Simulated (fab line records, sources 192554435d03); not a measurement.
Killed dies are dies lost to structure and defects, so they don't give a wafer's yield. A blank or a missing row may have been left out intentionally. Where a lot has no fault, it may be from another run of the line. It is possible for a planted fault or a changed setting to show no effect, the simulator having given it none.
fab line records ; flow n5-finfet
record: lots: 5; wafers: 12; last-day: 21
route steps=1938 shown BEOL_M10@1527 BEOL_M11@1536 PASSIVATION@1936
lots that met no fault: from a run of the same line without faults
start-h: the number of hours between the record's first day and the start of the first shown wafer of the lot ; wait-h: time in hours since the lot's previous step ; " the same as in the row above ; L1.1+2: one row covering several wafers at once ; - value missing, or start not given ; * or withheld: withheld ; < > ~ a bound
route shown NAME@n: names a module that has steps shown in the file, with the first one's number in the route ; usual: average and standard deviation across the fault-free wafers ; same: alike in all rows ; chamber/n: place in a boat ; sites: each site's reading ; _std_site: standard deviation of those values ; _edge_site: outer sites' mean less inner sites' ; radius-mm: for every site, how far away it sits from the centre of the wafer ; mask NAME#n: copy n ; behind: the most recent tool/chamber to have shaped the wafer ; hold: why the lot went on hold/how many hours it stayed there/how the hold came to an end ; device: transistor that didn't switch, given as n, p or np ; end of line: the same wafers' tests at the end of the route ; a step without rows: its recipe alone ; killed: at the first sort, the dies lost to defects and structure; wafer yield is something else ; map: the dies of a wafer, with x for killed, . for not killed, _ for no die there
set.NAME: the setting as run; set.NAME@STEP: as run at that earlier step ; model.NAME: the simulator's own value behind a step, which no gauge read
lots seen at some steps along the route; tables by step, rows by wafer
services: a tool's chamber out of use, with start hour (start-h, from the record's first day; less than 0 if before it), hours out, and reason
== steps ==
step: N5_BEOL_M10_SPUTTER_48
recipe: material: Cu; target-thk-a: 120; temp-c: -20; bias-v: 60; power-w: 26000; chamber-pressure-pa: 0.13; time-s: 2
step: N5_BEOL_M10_ECD_50
recipe: material: Cu; target-thk-a: 3180
step: N5_BEOL_M10_ANNEAL_51
recipe: temp-c: 225; time-s: 90; ambient: N2
step: N5_BEOL_M10_CMP_52
recipe: stop-on: SiCOH_lowk; t-overpolish-s: 7; down-force-psi: 1; platen-rpm: 50; clearing-platen-down-force-psi: 1.5; clearing-platen-rpm: 50; post-cmp-clean: cu-alkaline; target-thk-nm: 140; clearing-platen-pad-velocity-m-s: 0.99484; pad-velocity-m-s: 0.99484
step: N5_BEOL_M10_PRE_CLEAN_55
recipe: gas: NH3; time-s: 15; temp-c: withheld; rf-power-w: 300
step: N5_BEOL_M10_DEP_56
recipe: material: SiCN; target-thk-a: 150; temp-c: withheld; precursor: 3MS/NH3; pressure-torr: 3; rf-w: 202; time-s: 26.5
step: N5_BEOL_M11_ILD_DEP_00
recipe: material: SiCOH_lowk; target-thk-a: 3085.1; temp-c: 300; precursor: DEMS/porogen; pressure-torr: 5; rf-w: 500; time-s: 58
step: N5_BEOL_M11_CURE_71
recipe: temp-c: 385; time-s: 240; ambient: He/Ar; material: SiCOH_lowk
step: N5_BEOL_M11_PECVD_70
recipe: material: SiO2; target-thk-a: 200; temp-c: 400; precursor: TEOS/O2; pressure-torr: 5.5; rf-w: 450; teos-flow-sccm: 53.8; gas: O2; flow-sccm: 3000; time-s: 22.7
usual: heater-power-w: 761/68; rf-fwd-power-W: 444.1/2; showerhead-plenum-p-Torr: 8.76/0.068; throttle-valve-pct: 22.4/1.4
lot.wafer;tool;chamber;start-h;wait-h;heater-power-w;rf-fwd-power-W;showerhead-plenum-p-Torr;throttle-valve-pct;model.SiO2_of_BEOL_M11_PECVD_70.thk-nm
L451.2;pecvd-03;2;289.24;0.0;779;443.4;8.69;20.2;19.8
L451.4;pecvd-03;1;289.24;0.0;707;446.2;8.81;23.8;20.2
L451.5;pecvd-03;2;289.24;0.0;792;442.4;8.69;20.1;19.8
L464.1;pecvd-03;0;372.36;0.0;813;441.1;8.81;22.4;34.6
L464.4;pecvd-03;1;372.36;0.0;695;446.5;8.76;23.7;20.4
L463.1;pecvd-03;2;382.43;0.0;829;442.6;8.69;20.3;34
L463.6;pecvd-03;0;382.43;0.0;738;443.0;8.78;22.4;35
L466.1;pecvd-03;0;404.54;0.0;738;442.2;8.81;22.4;34.6
L466.6;pecvd-03;0;404.54;0.0;721;440.5;8.79;22.6;35
L471.1;pecvd-01;0;462.05;0.0;783;444.9;8.66;23.3;19.8
L471.4;pecvd-01;2;462.05;0.0;845;447.2;8.67;21.6;20.2
L471.6;pecvd-01;1;462.05;0.0;804;442.3;8.86;22.9;19.8
step: N5_BEOL_M11_HM_DEP_02
recipe: material: TiN; target-thk-a: 200; temp-c: 25; chamber-pressure-pa: 0.49996
step: N5_BEOL_M11_COAT_59
recipe: resist: SOC; temp-c: 250; time-s: 60; spin-rpm: 1500; resist-thk-nm: 100
step: N5_BEOL_M11_COAT_60
recipe: resist: SiARC; temp-c: 220; time-s: 60; spin-rpm: 1500; resist-thk-nm: 30
step: N5_BEOL_M11_COAT_05
recipe: resist: CAR-ArF; spin-rpm: 1500; resist-thk-nm: 90
step: N5_BEOL_M11_EBR_07
recipe: solvent: PGMEA; ebr-width-mm: 1.5
step: N5_BEOL_M11_SOFTBAKE_06
recipe: temp-c: 110; time-s: 60; resist: CAR-ArF
step: N5_BEOL_M11_EXPOSE_08
recipe: mask-id: M11; na: 1.35; source-shape: dipole; sigma-inner: 0.411; sigma-outer: 0.611; polarization: te; dose-mj: 53.75
step: N5_BEOL_M11_PEB_09
recipe: peb-temp-c: withheld; peb-time-s: 60; resist: CAR-ArF
step: N5_BEOL_M11_DEVELOP_10
recipe: develop-time-s: 30; developer: TMAH; resist: CAR-ArF; rinse-liquid: diw; dry: air-spin; dev-temp-c: 23
step: N5_BEOL_M11_DESCUM_16
recipe: chemistry: O2; time-s: 7.9; source-power-w: 50; bias-power-w: 20; pressure-mtorr: 20; rf-frequency-hz: 2.712e+07; temp-c: 40; resist: CAR-ArF; o2-flow-sccm: 225
step: N5_BEOL_M11_ETCH_61
recipe: chemistry: CF4; target: SiARC; target-depth-a: 390; mask-material: CAR-ArF; time-s: 65; ion-energy-ev: 80; pressure-mtorr: 40; source-w: 545; bias-w: 36; Ar_flow_sccm: 100; cf4-flow-sccm: 100; ends: cleared
step: N5_BEOL_M11_ETCH_62
recipe: chemistry: N2/H2; target: SOC; target-depth-a: 1100; overetch-a: 220; mask-material: SiARC; temp-c: 40; time-s: 165; ion-energy-ev: 200; pressure-mtorr: 30; source-w: 840; bias-w: 150; n2-flow-sccm: 200; h2-flow-sccm: 200
step: N5_BEOL_M11_STRIP_68
recipe: chemistry: N2/H2; temp-c: 40; n2-flow-sccm: 200; h2-flow-sccm: 200; rf-frequency-hz: 6e+07
step: N5_BEOL_M11_STRIP_67
recipe: chemistry: CF4; resist: SiARC; power-w: 300; bias-power-w: 75; pressure-mtorr: 50; cf4-flow-sccm: 150; rf-frequency-hz: 6e+07
step: N5_BEOL_M11_HM_OPEN_17
recipe: chemistry: Cl2/BCl3; target-depth-a: 200; overetch-a: 60; target: TiN; mask-material: SOC; ion-energy-ev: 150; pressure-mtorr: 10; icp-w: 1000; bias-w: 126; Cl2_flow_sccm: 53.25; bcl3-flow-sccm: 21.75; Ar_flow_sccm: 25
step: N5_BEOL_M11_STRIP_19
recipe: chemistry: O2; power-w: 400; temp-c: 40; pressure-mtorr: 30; rf-frequency-hz: 6e+07; bias-power-w: 0; overash-fraction: 0.2; o2-flow-sccm: 225
step: N5_BEOL_M11_COAT_63
recipe: resist: SOC; temp-c: 250; time-s: 60; spin-rpm: 1500; resist-thk-nm: 100
step: N5_BEOL_M11_COAT_64
recipe: resist: SiARC; temp-c: 220; time-s: 60; spin-rpm: 1500; resist-thk-nm: 30
step: N5_BEOL_M11_COAT_22
recipe: resist: CAR-ArF; spin-rpm: 1500; resist-thk-nm: 90
step: N5_BEOL_M11_EBR_24
recipe: solvent: PGMEA; ebr-width-mm: 1.5
step: N5_BEOL_M11_SOFTBAKE_23
recipe: temp-c: 110; time-s: 60; resist: CAR-ArF
step: N5_BEOL_M11_EXPOSE_25
recipe: mask-id: V10; na: 1.35; source-shape: annular; sigma-inner: 0.5; sigma-outer: 0.8; polarization: unpolarized; dose-mj: 85.5
step: N5_BEOL_M11_PEB_26
recipe: peb-temp-c: withheld; peb-time-s: 60; resist: CAR-ArF
step: N5_BEOL_M11_DEVELOP_27
recipe: develop-time-s: 30; developer: TMAH; resist: CAR-ArF; rinse-liquid: diw; dry: air-spin; dev-temp-c: 23
step: N5_BEOL_M11_HM_STRIP_39
recipe: chemistry: peroxide-tin-strip; material: TiN; target-depth-a: 250; temp-c: 50; time-s: 158
lot.wafer;tool;chamber;start-h;wait-h;model.SiO2_of_BEOL_M11_PECVD_70.thk-nm
L451.2+5;wet-bench-01;3,4;291.81;0.0;19.6
L451.4;wet-bench-01;7;291.81;0.0;20
L464.1;wet-bench-03;5;379.20;0.0;34.4
L464.4;wet-bench-03;2;379.20;0.0;20.2
L463.1;wet-bench-01;1;387.74;0.0;33.8
L463.6;wet-bench-01;0;387.74;0.0;34.8
L466.1;wet-bench-01;3;407.83;0.0;34.4
L466.6;wet-bench-01;6;407.83;0.0;34.8
L471.1;wet-bench-03;6;466.56;0.0;19.6
L471.4;wet-bench-03;1;466.56;0.0;20
L471.6;wet-bench-03;7;466.56;0.0;19.8
step: N5_BEOL_M11_CMP_52
recipe: stop-on: SiCOH_lowk; t-overpolish-s: 7; down-force-psi: 1; platen-rpm: 50; clearing-platen-down-force-psi: 1.5; clearing-platen-rpm: 50; post-cmp-clean: cu-alkaline; target-thk-nm: 140; clearing-platen-pad-velocity-m-s: 0.99484; pad-velocity-m-s: 0.99484
usual: barrier-field-endpoint-s: 29.4/1.1; motor-current-A: 6.1/0.45; overpolish-run-s: 6.999/0.0088; platen-rpm: 50.00/0.03
lot.wafer;tool;chamber;start-h;wait-h;barrier-field-endpoint-s;motor-current-A;overpolish-run-s;platen-rpm
L451.2;cmp-02;0;293.48;0.2;29.9;6.4;6.994;50.02
L451.4;cmp-02;1;293.48;0.2;29.4;6.7;7.000;50.01
L451.5;cmp-02;0;293.48;0.2;29.0;6.4;6.994;49.98
L464.1;cmp-03;0;382.11;0.3;47.1;6.1;0.037;49.98
L464.4;cmp-03;3;382.11;0.3;30.9;6.1;6.993;49.93
L463.1;cmp-03;0;391.21;0.3;47.1;5.8;0.031;49.97
L463.6;cmp-03;1;391.21;0.3;47.1;5.5;0.044;49.99
L466.1;cmp-02;1;410.69;0.3;46.7;7.2;0.429;50.05
L466.6;cmp-02;0;410.69;0.3;47.1;6.2;0.034;50.03
L471.1;cmp-03;2;470.15;0.3;29.1;5.6;7.003;49.98
L471.4;cmp-03;3;470.15;0.3;30.2;6.5;7.009;49.97
L471.6;cmp-03;0;470.15;0.3;30.1;5.7;7.007;50.00
step: N5_PASSIVATION_PROBE_49
usual: defect-limited-yield: 91.4/1.4; killed_at_M0_to_M3: 34/9.1; killed_at_M4_up: 14/5.2; killed-at-contacts: 12/6.4; killed-at-front-end: 38/11; killed-at-other: 3.7/2.8; killed-dies: 102/17; killed-open: 68/13; killed-short: 32/7.8; sort_bin_4_leakage: 0.05/0.3; sort_bin_5_function: 5.1/1; sort_bin_6_memory: 3.2/0.66; sort_bin_8_speed: 0.1/0.92; sort-n-pass: 1076/19; sort-yield-pct: 91.2/1.6
same: gross-dies: 1180; killed-at-back-side: 0
lot.wafer;tool;chamber;start-h;wait-h;defect-limited-yield[%];killed_at_M0_to_M3;killed_at_M4_up;killed-at-contacts;killed-at-front-end;killed-at-other;killed-dies;killed-open;killed-short;sort_bin_4_leakage[%];sort_bin_5_function[%];sort_bin_6_memory[%];sort_bin_8_speed[%];sort-n-pass;sort-yield-pct[%]
L451.2;prober-01;-;335.55;0.1;90.6;38;10;8;55;0;111;69;41;0;5.6;3.6;0;1069;90.6
L451.4;prober-01;-;335.65;0.2;89.6;47;15;7;53;1;123;85;37;0;5.9;4.2;0;1057;89.6
L451.5;prober-01;-;335.70;0.2;91.4;24;13;5;59;1;102;63;39;0;5.8;2.4;0;1078;91.4
killed by level:class
L451.2 BEOL_M2:geometric-particle:open=11 FIN_SAQP:geometric-particle:open=10 BEOL_M3:geometric-particle:open=10 DUMMY_GATE:geometric-particle:open=9 GATE_CUT:geometric-particle:short=9 FIN_SAQP:geometric-particle:short=7 BEOL_M0_SAQP:geometric-particle:short=7 STI_FIN_REVEAL:geometric-particle:open=5
L451.4 BEOL_M2:geometric-particle:open=14 BEOL_M3:geometric-particle:open=11 FIN_SAQP:geometric-particle:open=9 STI_FIN_REVEAL:geometric-particle:open=9 DUMMY_GATE:geometric-particle:open=8 BEOL_M4:geometric-particle:open=8 GATE_CUT:geometric-particle:short=7 MOL_CONTACT_COAG:geometric-particle:open=7
L451.5 FIN_SAQP:geometric-particle:open=16 BEOL_M0_SAQP:geometric-particle:short=8 STI_FIN_REVEAL:geometric-particle:open=8 BEOL_M2:geometric-particle:open=7 BEOL_M4:geometric-particle:open=7 GATE_CUT:geometric-particle:short=6 GATE_CUT:geometric-particle:open=5 BEOL_M0_SAQP:geometric-particle:open=5
== services ==
tool;chamber;start-h;hours;kind
cmp-02;-;278.14;6.8;pm
cmp-03;-;278.64;4.0;pm
pecvd-01;0;280.33;2.1;scheduled-down
cmp-03;-;282.64;-;consumable-replace:conditioner
cmp-03;-;282.64;-;consumable-replace:pad
pecvd-03;0;283.05;2.1;scheduled-down
pecvd-01;1;309.14;5.5;scheduled-down
cmp-02;-;316.58;2.1;repair
cmp-03;-;353.81;6.1;pm
cmp-02;-;424.48;1.6;repair
cmp-03;-;427.87;0.4;repair
cmp-02;-;431.65;4.0;pm
cmp-02;-;435.65;-;consumable-replace:conditioner
cmp-02;-;435.65;-;consumable-replace:pad
cmp-03;-;457.88;5.0;repair
== key ==
first-sign: step: N5_BEOL_M11_CMP_52; reading: overpolish-run-s; direction: down; sigmas: 99+; usual: 6.999; struck: 0.115
effect: step: N5_BEOL_M11_CMP_52; reading: barrier-field-endpoint-s; direction: up; sigmas: 16; usual: 29.4; struck: 47.0
model-effect: step: N5_BEOL_M11_PECVD_70; value: SiO2_of_BEOL_M11_PECVD_70.thk-nm; without: 19.56; struck: 34.64
model-effect: step: N5_BEOL_M11_HM_STRIP_39; value: SiO2_of_BEOL_M11_PECVD_70.thk-nm; without: 19.44; struck: 34.44
met-at N5_BEOL_M11_PECVD_70
struck-wafers L463.1,L463.6,L464.1,L466.1,L466.6
onset-between 289.24 372.36
fault: kind: process-parameter-drift; tool: pecvd-03; chamber: -; onset-h: 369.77; steps: N5_BEOL_M11_PECVD_70; channel: time-s; offset: *; shape: step; end-h: 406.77; scope: struck-wafers-only; acts-in: *; stated: *
